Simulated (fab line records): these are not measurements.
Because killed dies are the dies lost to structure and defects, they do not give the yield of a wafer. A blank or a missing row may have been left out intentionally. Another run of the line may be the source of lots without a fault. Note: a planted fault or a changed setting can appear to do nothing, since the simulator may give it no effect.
What tool caused it?    flow n5 finfet    9 lots, 26 wafers sampled, at 5 steps of a route of 1938

== WHAT THE GAUGES SHOWED, per wafer ==
N5_BEOL_M4_RC_MEAS_101.
lot   measured      on         DIBL_N (mV/V)
L117  day 8 00:50   prober-02  35.3 36.9 34.4
L119  day 9 02:06   prober-02  34.1 33.4 34.4
L123  day 10 07:00  prober-01  36.8 36.9 35.7
L127  day 10 20:38  prober-01  35.1 35.7 35.5
L128  day 11 03:49  prober-01  35.8 34.1 34.7
L129  day 11 11:40  prober-02  36.8 34.5 35.1
L133  day 12 15:55  prober-02  36.5 36.5 36.9
L136  day 13 15:25  prober-01  33.7 33.9 34.0
L138  day 14 01:29  prober-02  36.4 36.6

== EACH LOT AND THE TOOL THAT RAN IT (in order: tool; ch and the chambers of the sampled wafers; start) ==
lot   N5_BEOL_M0_SAQP_ETCH_107            N5_BEOL_M0_SAQP_RECESS_109          N5_BEOL_M0_SAQP_SPACER2_ETCHBACK_27  N5_BEOL_M0_SAQP_ALD_48
L117  rie diel-01 ch 0,1,3, day 5 15:14   vapor etch-02 ch 0,1, day 5 15:22   rie diel-02 ch 2,3, day 5 16:05      ald sin-01 ch 0,2, day 5 17:07
L119  rie diel-01 ch 0,1,3, day 6 03:20   vapor etch-02 ch 0,1, day 6 03:26   rie diel-04 ch 0,2,3, day 6 04:08    ald sin-03 ch 1,2,3, day 6 05:17
L123  rie diel-01 ch 0,2,3, day 7 08:43   vapor etch-02 ch 0,1, day 7 08:56   rie diel-01 ch 1,2,3, day 7 09:42    ald sin-03 ch 1,2,3, day 7 11:29
L127  rie diel-02 ch 0,3, day 8 08:13     vapor etch-02 ch 0,1, day 8 08:19   rie diel-01 ch 1,3, day 8 09:34      ald sin-01 ch 2,3, day 8 10:29
L128  rie diel-01 ch 1,2, day 8 20:22     vapor etch-01 ch 0,1, day 8 20:30   rie diel-04 ch 0,1,2, day 8 22:35    ald sin-01 ch 1,2,3, day 8 23:47
L129  rie diel-01 ch 0,1,2, day 9 00:47   vapor etch-01 ch 0,1, day 9 00:54   rie diel-02 ch 0,3, day 9 01:48      ald sin-01 ch 1,2,3, day 9 02:50
L133  rie diel-01 ch 2,3, day 9 19:08     vapor etch-02 ch 0,1, day 9 19:14   rie diel-02 ch 0,2, day 9 19:55      ald sin-01 ch 0,1,2, day 9 20:58
L136  rie diel-02 ch 1,2,3, day 10 12:55  vapor etch-02 ch 0,1, day 10 13:04  rie diel-04 ch 0,1, day 10 13:43     ald sin-02 ch 1,2,3, day 10 15:22
L138  rie diel-01 ch 0,3, day 10 23:37    vapor etch-02 ch 0,1, day 10 23:46  rie diel-04 ch 0,3, day 11 00:25     ald sin-01 ch 0, day 11 01:41
- N5_BEOL_M0_SAQP_ETCH_107: etches SiNx in CH3F/O2, target depth 30 nm.
- N5_BEOL_M0_SAQP_RECESS_109: chemistry HF/NH3, target SiO2, target depth 3 nm, afs cycles 1, sublimation time 60 s.
- N5_BEOL_M0_SAQP_SPACER2_ETCHBACK_27: etches SiO2 in CHF3/O2, target depth 22.5 nm, time 11.25 s.
- N5_BEOL_M0_SAQP_ALD_48: deposits SiO2, target thk 20 nm, pulse time 1 s, co reactant pulse time 1 s.

== THE ANSWER, worked out from the rows above alone ==
Rule: usual is defined by the lots themselves. Put in order of their means at a reading, lots are off if they are a third of the lots or fewer, leave a main group of 4 or more, and stand apart from it by a gap of 3 or more times the standard deviation of the main group's means; of several such gaps the widest counts. The tables above print the reading to a certain number of digits; a main group whose means all agree to those digits is not used. A lot without any number at a reading at which 4 lots or more have one is off too. All remaining lots with rows at the step are treated as sound.
No lot is off at any reading shown: from this, nothing can be told.

== WHAT THE SIMULATOR PUT IN ==
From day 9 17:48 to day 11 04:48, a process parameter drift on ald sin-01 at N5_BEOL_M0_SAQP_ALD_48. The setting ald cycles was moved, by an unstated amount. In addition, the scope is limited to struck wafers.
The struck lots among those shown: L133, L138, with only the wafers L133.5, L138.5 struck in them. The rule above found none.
